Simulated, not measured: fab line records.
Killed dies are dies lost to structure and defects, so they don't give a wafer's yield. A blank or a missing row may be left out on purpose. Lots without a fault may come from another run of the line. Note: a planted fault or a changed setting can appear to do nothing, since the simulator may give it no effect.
Chamber matching + flow nand harc + NHARC_P_BONDPAD_CMP_32 on cmp-03 has 4 sister chambers
The step polishes SiCN, target thk 200 nm. 8 wafers are shown with their chamber, then 11 later ones without.

WAFERS, EACH WITH ITS CHAMBER
| wafer  | chamber | motor current A (A) |
|--------|---------|---------------------|
| L074.6 | 0       | 11.6                |
| L078.6 | 3       | 12.3                |
| L080.3 | 0       | 11.4                |
| L084.2 | 3       | 11.5                |
| L084.6 | 2       | 14.3                |
| L088.3 | 2       | 14.5                |
| L088.6 | 1       | 15.3                |
| L086.1 | 1       | 15.8                |

WAFERS WITHOUT THEIR CHAMBER
| wafer  | motor current A (A) |
|--------|---------------------|
| L086.2 | 14.4                |
| L086.5 | 12.0                |
| L087.1 | 15.7                |
| L087.4 | 13.7                |
| L087.6 | 11.4                |
| L093.2 | 11.7                |
| L093.3 | 14.2                |
| L093.4 | 15.5                |
| L095.1 | 14.5                |
| L095.3 | 11.7                |
| L095.6 | 15.5                |

EACH ONE'S CHAMBER
| wafer  | from the rows above     | in truth |
|--------|-------------------------|----------|
| L086.2 | 2                       | 2        |
| L086.5 | can't be placed: 3 or 0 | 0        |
| L087.1 | 1                       | 1        |
| L087.4 | 2                       | 2        |
| L087.6 | can't be placed: 0 or 3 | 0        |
| L093.2 | can't be placed: 0 or 3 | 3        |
| L093.3 | 2                       | 2        |
| L093.4 | 1                       | 1        |
| L095.1 | 2                       | 2        |
| L095.3 | can't be placed: 0 or 3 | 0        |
| L095.6 | 1                       | 1        |
Correctly placed: 7 of 11. These rows do not allow placing 4 (true chamber among the candidates in 4). 0 placed wrongly.
How it was worked out, from the rows above alone: a wafer's distance from a chamber is the root of the sum, over the readings, of the square of ((its reading less the chamber's mean) divided by the reading's scatter). The wafer belongs to the nearest chamber; if the next one is less than 2 further off, it can't be placed. For every chamber, the mean is computed from those of its wafers that are shown. How the scatter is found: for the shown wafers, subtract from each reading the mean of its chamber, square and add these, divide the total by (wafers less chambers), then take the root.
